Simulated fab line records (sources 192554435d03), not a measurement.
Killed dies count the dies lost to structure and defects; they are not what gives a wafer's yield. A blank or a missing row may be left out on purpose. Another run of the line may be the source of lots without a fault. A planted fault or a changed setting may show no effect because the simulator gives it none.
Matching of chambers :: flow n5 finfet :: N5_BEOL_M3_ALD_84 on ald metal-03 has 4 sister chambers
The step deposits TaN, pulse time 2 s, purge time 3 s, co reactant purge time 2 s. 8 wafers are shown with their chamber, then 12 later ones without.

## WAFERS, EACH WITH ITS CHAMBER
wafer: L081.5
chamber: 0
heater power w (W): 417
precursor vessel carrier sccm (sccm): 1002.7

wafer: L086.4
chamber: 2
heater power w (W): 432
precursor vessel carrier sccm (sccm): 999.1

wafer: L088.5
chamber: 2
heater power w (W): 432
precursor vessel carrier sccm (sccm): 999.6

wafer: L089.3
chamber: 0
heater power w (W): 416
precursor vessel carrier sccm (sccm): 1001.1

wafer: L089.6
chamber: 1
heater power w (W): 396
precursor vessel carrier sccm (sccm): 996.3

wafer: L090.2
chamber: 1
heater power w (W): 412
precursor vessel carrier sccm (sccm): 1000.9

wafer: L090.4
chamber: 3
heater power w (W): 449
precursor vessel carrier sccm (sccm): 1003.9

wafer: L090.5
chamber: 3
heater power w (W): 444
precursor vessel carrier sccm (sccm): 1003.4

## WAFERS WITH NO CHAMBER GIVEN
wafer: L092.1
heater power w (W): 415
precursor vessel carrier sccm (sccm): 1000.5

wafer: L092.4
heater power w (W): 410
precursor vessel carrier sccm (sccm): 998.5

wafer: L092.6
heater power w (W): 415
precursor vessel carrier sccm (sccm): 996.0

wafer: L094.2
heater power w (W): 409
precursor vessel carrier sccm (sccm): 1003.3

wafer: L094.3
heater power w (W): 446
precursor vessel carrier sccm (sccm): 1003.9

wafer: L094.5
heater power w (W): 397
precursor vessel carrier sccm (sccm): 999.9

wafer: L096.4
heater power w (W): 446
precursor vessel carrier sccm (sccm): 1000.0

wafer: L096.5
heater power w (W): 436
precursor vessel carrier sccm (sccm): 1007.5

wafer: L096.6
heater power w (W): 411
precursor vessel carrier sccm (sccm): 997.6

wafer: L097.1
heater power w (W): 408
precursor vessel carrier sccm (sccm): 1000.9

wafer: L097.4
heater power w (W): 442
precursor vessel carrier sccm (sccm): 1003.5

wafer: L097.5
heater power w (W): 409
precursor vessel carrier sccm (sccm): 997.7

## WHICH CHAMBER EACH WENT THROUGH
wafer: L092.1
from the rows above: can't be placed: 0 or 1
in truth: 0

wafer: L092.4
from the rows above: can't be placed: 1 or 0
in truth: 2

wafer: L092.6
from the rows above: can't be placed: 1 or 0 or 2
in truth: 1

wafer: L094.2
from the rows above: can't be placed: 0 or 1
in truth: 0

wafer: L094.3
from the rows above: 3
in truth: 3

wafer: L094.5
from the rows above: 1
in truth: 1

wafer: L096.4
from the rows above: can't be placed: 3 or 2
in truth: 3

wafer: L096.5
from the rows above: can't be placed: 3 or 0 or 2
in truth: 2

wafer: L096.6
from the rows above: can't be placed: 1 or 0
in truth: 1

wafer: L097.1
from the rows above: can't be placed: 1 or 0
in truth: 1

wafer: L097.4
from the rows above: 3
in truth: 3

wafer: L097.5
from the rows above: can't be placed: 1 or 0
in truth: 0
Correct placement for 3 of the 12. Unplaceable from these rows: 9, with the true chamber sitting among the candidates in 8. Placed wrongly: 0.
How it was worked out, from the rows above alone: a wafer's distance from a chamber is the root of the sum, over the readings, of the square of ((its reading less the chamber's mean) divided by the reading's scatter). The wafer belongs to the nearest chamber; if the next one is less than 2 further off, it can't be placed. A chamber's mean is the mean of its shown wafers. The scatter: the root of (the sum of the squares of (reading less its chamber's mean) over the shown wafers, divided by (wafers less chambers)).
